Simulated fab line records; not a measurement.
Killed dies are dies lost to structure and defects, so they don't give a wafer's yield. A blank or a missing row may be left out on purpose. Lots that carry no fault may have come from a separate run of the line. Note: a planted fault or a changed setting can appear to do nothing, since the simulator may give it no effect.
Which tool was responsible? || flow n5Finfet || 13 lots with 39 wafers sampled at 3 steps, on a route of 1938 steps

WHAT EACH GAUGE READ, for each wafer
N5_MIM_TOP_LITHO_OVL_MEAS_11. Usual: MIM_TOP_OVL typically reads -2 nm, with standard deviation 5.9.
{"lot": "L604", "measured": "day 13 13:29", "on": "overlay-02", "MIM_TOP_OVL (nm)": "-3 2 -2", "flag": ""}
{"lot": "L607", "measured": "day 14 00:19", "on": "overlay-02", "MIM_TOP_OVL (nm)": "-8 1 5", "flag": ""}
{"lot": "L606", "measured": "day 14 01:56", "on": "overlay-02", "MIM_TOP_OVL (nm)": "0 3 -6", "flag": ""}
{"lot": "L612", "measured": "day 16 05:31", "on": "overlay-01", "MIM_TOP_OVL (nm)": "-3 -7 -12", "flag": ""}
{"lot": "L615", "measured": "day 16 07:04", "on": "overlay-01", "MIM_TOP_OVL (nm)": "-2 1 -1", "flag": ""}
{"lot": "L613", "measured": "day 16 14:35", "on": "overlay-01", "MIM_TOP_OVL (nm)": "-10 -2 -8", "flag": ""}
{"lot": "L617", "measured": "day 17 11:52", "on": "overlay-01", "MIM_TOP_OVL (nm)": "-9 -1 -4", "flag": ""}
{"lot": "L618", "measured": "day 17 22:32", "on": "overlay-02", "MIM_TOP_OVL (nm)": "0 0 0", "flag": ""}
{"lot": "L619", "measured": "day 17 18:19", "on": "overlay-01", "MIM_TOP_OVL (nm)": "-6 2 -4", "flag": ""}
{"lot": "L623", "measured": "day 18 19:48", "on": "overlay-02", "MIM_TOP_OVL (nm)": "-10 1 -8", "flag": ""}
{"lot": "L625", "measured": "day 19 03:10", "on": "overlay-02", "MIM_TOP_OVL (nm)": "6 -3 6", "flag": ""}
{"lot": "L624", "measured": "day 19 00:13", "on": "overlay-01", "MIM_TOP_OVL (nm)": "1 -1 -4", "flag": ""}
{"lot": "L626", "measured": "day 19 07:09", "on": "overlay-01", "MIM_TOP_OVL (nm)": "-8 2 -1", "flag": ""}

TOOL THAT RAN EACH LOT (tool first, then ch and the chambers of the sampled wafers, then the start)
{"lot": "L604", "N5_BEOL_M6_CVD_78": "cvdCo-01 ch 0,1,2, day 10 07:31", "N5_MIM_TOP_SPUTTER_03": "pvdSputter-02, day 13 13:04"}
{"lot": "L607", "N5_BEOL_M6_CVD_78": "cvdCo-01 ch 0,2, day 10 11:33", "N5_MIM_TOP_SPUTTER_03": "pvdSputter-02, day 13 23:46"}
{"lot": "L606", "N5_BEOL_M6_CVD_78": "cvdCo-02 ch 1,2, day 10 16:38", "N5_MIM_TOP_SPUTTER_03": "pvdSputter-02, day 14 01:23"}
{"lot": "L612", "N5_BEOL_M6_CVD_78": "cvdCo-02 ch 1,2, day 12 07:52", "N5_MIM_TOP_SPUTTER_03": "pvdSputter-01, day 16 04:58"}
{"lot": "L615", "N5_BEOL_M6_CVD_78": "cvdCo-02 ch 0,1,2, day 12 15:31", "N5_MIM_TOP_SPUTTER_03": "pvdSputter-03, day 16 06:38"}
{"lot": "L613", "N5_BEOL_M6_CVD_78": "cvdCo-02 ch 1,2, day 12 15:37", "N5_MIM_TOP_SPUTTER_03": "pvdSputter-02, day 16 14:10"}
{"lot": "L617", "N5_BEOL_M6_CVD_78": "cvdCo-01 ch 0,1, day 13 12:49", "N5_MIM_TOP_SPUTTER_03": "pvdSputter-03, day 17 11:26"}
{"lot": "L618", "N5_BEOL_M6_CVD_78": "cvdCo-01 ch 1,2, day 14 00:10", "N5_MIM_TOP_SPUTTER_03": "pvdSputter-01, day 17 21:55"}
{"lot": "L619", "N5_BEOL_M6_CVD_78": "cvdCo-01 ch 0,2, day 14 01:57", "N5_MIM_TOP_SPUTTER_03": "pvdSputter-02, day 17 17:46"}
{"lot": "L623", "N5_BEOL_M6_CVD_78": "cvdCo-02 ch 0,2, day 15 17:36", "N5_MIM_TOP_SPUTTER_03": "pvdSputter-02, day 18 19:15"}
{"lot": "L625", "N5_BEOL_M6_CVD_78": "cvdCo-02 ch 1,2, day 15 18:22", "N5_MIM_TOP_SPUTTER_03": "pvdSputter-03, day 19 02:45"}
{"lot": "L624", "N5_BEOL_M6_CVD_78": "cvdCo-01 ch 0,1,2, day 15 20:01", "N5_MIM_TOP_SPUTTER_03": "pvdSputter-01, day 18 23:40"}
{"lot": "L626", "N5_BEOL_M6_CVD_78": "cvdCo-02 ch 0,1,2, day 15 23:13", "N5_MIM_TOP_SPUTTER_03": "pvdSputter-03, day 19 06:43"}
- N5_BEOL_M6_CVD_78: deposits Co from CCTBA/H2, target thk 2 nm, time 142.3 s.
- N5_MIM_TOP_SPUTTER_03: material TiN, target thk 35 nm, time 89.7 s.

WHAT THE TOOLS THEMSELVES READ (means of the sampled wafers that have a number; where no wafer has one, the mark that the record gives instead)
N5_MIM_TOP_SPUTTER_03. Usual: chamberPressurePa 0.5000 Pa, standard deviation 0.00094; throttleValvePct 30.4 %, standard deviation 0.93.
{"lot": "L604", "tool": "pvdSputter-02", "chamberPressurePa (Pa)": 0.4999, "throttleValvePct (%)": 31.3, "flag": ""}
{"lot": "L607", "tool": "pvdSputter-02", "chamberPressurePa (Pa)": 0.5000, "throttleValvePct (%)": 30.0, "flag": ""}
{"lot": "L606", "tool": "pvdSputter-02", "chamberPressurePa (Pa)": 0.5001, "throttleValvePct (%)": 30.5, "flag": ""}
{"lot": "L612", "tool": "pvdSputter-01", "chamberPressurePa (Pa)": 0.4995, "throttleValvePct (%)": 29.6, "flag": ""}
{"lot": "L615", "tool": "pvdSputter-03", "chamberPressurePa (Pa)": 0.4993, "throttleValvePct (%)": 30.1, "flag": ""}
{"lot": "L613", "tool": "pvdSputter-02", "chamberPressurePa (Pa)": 0.5010, "throttleValvePct (%)": 30.0, "flag": ""}
{"lot": "L617", "tool": "pvdSputter-03", "chamberPressurePa (Pa)": 0.4993, "throttleValvePct (%)": 30.3, "flag": ""}
{"lot": "L618", "tool": "pvdSputter-01", "chamberPressurePa (Pa)": 0.5007, "throttleValvePct (%)": 29.6, "flag": ""}
{"lot": "L619", "tool": "pvdSputter-02", "chamberPressurePa (Pa)": 0.4996, "throttleValvePct (%)": 29.9, "flag": ""}
{"lot": "L623", "tool": "pvdSputter-02", "chamberPressurePa (Pa)": 0.5000, "throttleValvePct (%)": 30.7, "flag": ""}
{"lot": "L625", "tool": "pvdSputter-03", "chamberPressurePa (Pa)": 0.5009, "throttleValvePct (%)": 31.0, "flag": ""}
{"lot": "L624", "tool": "pvdSputter-01", "chamberPressurePa (Pa)": 0.5003, "throttleValvePct (%)": 30.4, "flag": ""}
{"lot": "L626", "tool": "pvdSputter-03", "chamberPressurePa (Pa)": 0.4999, "throttleValvePct (%)": 30.5, "flag": ""}

THE ANSWER, worked out from the rows above alone
Rule: lot off if the mean of its wafers having a number is beyond 3 standard deviations from the usual mean. Also off: a lot with no number at a reading for which 4 or more lots have one. Where the step has rows for the other lots, those lots are counted as sound. First the gauges in route order, then the tools' own readings, where a lot's mean is used as printed above. The first step at which some lot is off is used, and at that step the reading that is off furthest; a lot without a number counts as furthest.
None of the lots is off at any reading shown; this tells nothing.

WHAT HAD BEEN PUT IN BY THE SIMULATOR
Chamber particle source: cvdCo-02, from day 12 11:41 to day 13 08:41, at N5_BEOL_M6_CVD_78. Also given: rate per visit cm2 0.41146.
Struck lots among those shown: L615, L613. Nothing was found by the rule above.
